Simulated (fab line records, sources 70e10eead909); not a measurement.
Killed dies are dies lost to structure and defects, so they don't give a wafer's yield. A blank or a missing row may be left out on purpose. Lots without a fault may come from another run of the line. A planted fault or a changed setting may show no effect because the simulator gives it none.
Which tool did it? | flow nand_harc | 13 lots, 39 wafers sampled, at 5 steps of a route of 1302

WHAT THE GAUGES READ, wafer by wafer
NHARC_P_ZERO_WELL_INSPECT_43.
lot  | measured     | on                | raw_defect_count
L645 | day 2 03:53  | defect_inspect-01 | 4 5 6
L646 | day 2 13:47  | defect_inspect-01 | 8 4 5
L647 | day 2 23:49  | defect_inspect-02 | 6 11 12
L649 | day 3 19:39  | defect_inspect-01 | 17 16 10
L652 | day 5 01:34  | defect_inspect-01 | 8 9 13
L658 | day 7 15:38  | defect_inspect-02 | 5 6 5
L661 | day 8 19:53  | defect_inspect-01 | 16 15 17
L662 | day 9 05:22  | defect_inspect-02 | 14 22 19
L663 | day 9 15:26  | defect_inspect-01 | 7 10 10
L665 | day 10 11:29 | defect_inspect-01 | 15 12 9
L666 | day 10 21:29 | defect_inspect-02 | 10 13 25
L667 | day 11 07:33 | defect_inspect-01 | 12 9 14
L668 | day 11 17:37 | defect_inspect-02 | 20 30 27

NHARC_P_STI_OVL_MEAS_10.
lot  | measured     | on         | overlay_x_nm (nm) | overlay_y_nm (nm)
L645 | day 2 22:26  | overlay-02 | -1 -1 -1          | -2 -2 -2
L646 | day 3 06:20  | overlay-02 | -1 0 0            | 1 2 2
L647 | day 3 15:10  | overlay-02 | 7 7 7             | -14 -15 -14
L649 | day 4 14:56  | overlay-01 | 8 9 9             | 9 9 9
L652 | day 5 22:10  | overlay-02 | 7 7 6             | 1 -1 0
L658 | day 8 09:24  | overlay-02 | 0 -1 -1           | 17 17 17
L661 | day 9 12:44  | overlay-02 | -1 0 0            | -7 -6 -8
L662 | day 9 20:10  | overlay-02 | 4 5 4             | 0 0 1
L663 | day 10 10:00 | overlay-01 | -6 -7 -6          | 4 3 4
L665 | day 11 08:03 | overlay-01 | 1 2 2             | 9 9 9
L666 | day 11 18:25 | overlay-01 | 3 3 3             | 0 -1 0
L667 | day 12 01:05 | overlay-02 | -8 -8 -8          | -7 -7 -7
L668 | day 12 08:52 | overlay-02 | -12 -11 -12       | 4 5 4

NHARC_END_SORT_01.
lot  | measured     | on        | killed_at_array | killed_at_other | killed_at_periphery | killed_dies | killed_open | killed_short
L661 | day 30 18:03 | prober-01 | 47 30 48        | 0 2 1           | 1 2 1               | 48 34 50    | 4 1 3       | 3 2 2

WHICH TOOL RAN EACH LOT (tool, then ch and the chambers of the sampled wafers, then the start)
lot  | NHARC_P_GATE_PRECLEAN_70            | NHARC_P_GATE_HM_DEP_102
L645 | wet_bench-07 ch 0,2,7, day 4 12:32  | acl_dep-03 ch 0, day 5 09:58
L646 | wet_bench-09 ch 1,2,3, day 4 12:33  | acl_dep-03 ch 0, day 5 10:38
L647 | wet_bench-05 ch 4,5,6, day 5 03:47  | acl_dep-02 ch 0, day 6 05:21
L649 | wet_bench-05 ch 2,4,6, day 5 18:40  | acl_dep-03 ch 0, day 6 16:21
L652 | wet_bench-05 ch 0,2,3, day 6 22:35  | acl_dep-02 ch 0, day 7 20:06
L658 | wet_bench-05 ch 1,4,6, day 9 23:25  | acl_dep-02 ch 0, day 10 22:16
L661 | wet_bench-05 ch 0,2,4, day 10 20:27 | acl_dep-01 ch 0, day 11 17:07
L662 | wet_bench-09 ch 2,3,7, day 11 07:37 | acl_dep-03 ch 0, day 12 05:25
L663 | wet_bench-09 ch 0,3,4, day 11 22:36 | acl_dep-02 ch 0, day 12 23:46
L665 | wet_bench-07 ch 1,2,7, day 12 12:08 | acl_dep-03 ch 0, day 13 09:34
L666 | wet_bench-05 ch 4,6,7, day 12 23:07 | acl_dep-01 ch 0, day 14 00:59
L667 | wet_bench-05 ch 0,2,3, day 13 05:51 | acl_dep-01 ch 0, day 14 05:28
L668 | wet_bench-05 ch 0,2,5, day 13 10:35 | acl_dep-01 ch 0, day 14 09:43
- NHARC_P_GATE_PRECLEAN_70: cleans in SC1.
- NHARC_P_GATE_HM_DEP_102: deposits aC, target thk 120 nm.

WHAT THE TOOLS THEMSELVES READ (means of the sampled wafers that have a number; where no wafer has one, the mark that the record gives instead)
NHARC_P_GATE_PRECLEAN_70.
lot  | tool         | nh4oh_flow_mL_min | temp_c (C)
L645 | wet_bench-07 | 28.31             | 50.09
L646 | wet_bench-09 | 28.32             | 49.88
L647 | wet_bench-05 | 28.44             | 50.02
L649 | wet_bench-05 | 28.18             | 49.94
L652 | wet_bench-05 | 28.30             | 50.09
L658 | wet_bench-05 | 28.27             | 50.07
L661 | wet_bench-05 | 28.21             | 50.00
L662 | wet_bench-09 | 28.34             | 50.08
L663 | wet_bench-09 | 28.22             | 49.98
L665 | wet_bench-07 | 28.33             | 50.01
L666 | wet_bench-05 | 28.24             | 49.88
L667 | wet_bench-05 | 28.28             | 50.02
L668 | wet_bench-05 | 28.33             | 49.98

NHARC_P_GATE_HM_DEP_102.
lot  | tool       | throttle_valve_pct (%)
L645 | acl_dep-03 | 34.991
L646 | acl_dep-03 | 35.000
L647 | acl_dep-02 | 35.001
L649 | acl_dep-03 | 34.994
L652 | acl_dep-02 | 34.992
L658 | acl_dep-02 | 34.989
L661 | acl_dep-01 | 34.998
L662 | acl_dep-03 | 34.995
L663 | acl_dep-02 | 34.999
L665 | acl_dep-03 | 35.006
L666 | acl_dep-01 | 34.989
L667 | acl_dep-01 | 35.001
L668 | acl_dep-01 | 34.991

THE ANSWER, worked out from the rows above alone
Rule: what is usual is taken from the lots themselves. Put in order of their means at a reading, lots are off if they are a third of the lots or fewer, leave a main group of 4 or more, and stand apart from it by a gap of 3 or more times the standard deviation of the main group's means; of several such gaps the widest counts. A main group whose means are all the same, to the digits that the tables above print for the reading, isn't used. A lot without any number at a reading at which 4 lots or more have one is off too. The other lots that the step has rows for count as sound. The gauges are gone through in route order, then the tools' own readings, and for those a lot's mean is taken as printed above. The first step at which some lot is off is used, and at that step the reading that is off furthest; a lot without a number counts as furthest.
No lot is off at any reading shown: from this, nothing can be told.

WHAT THE SIMULATOR HAD PUT IN
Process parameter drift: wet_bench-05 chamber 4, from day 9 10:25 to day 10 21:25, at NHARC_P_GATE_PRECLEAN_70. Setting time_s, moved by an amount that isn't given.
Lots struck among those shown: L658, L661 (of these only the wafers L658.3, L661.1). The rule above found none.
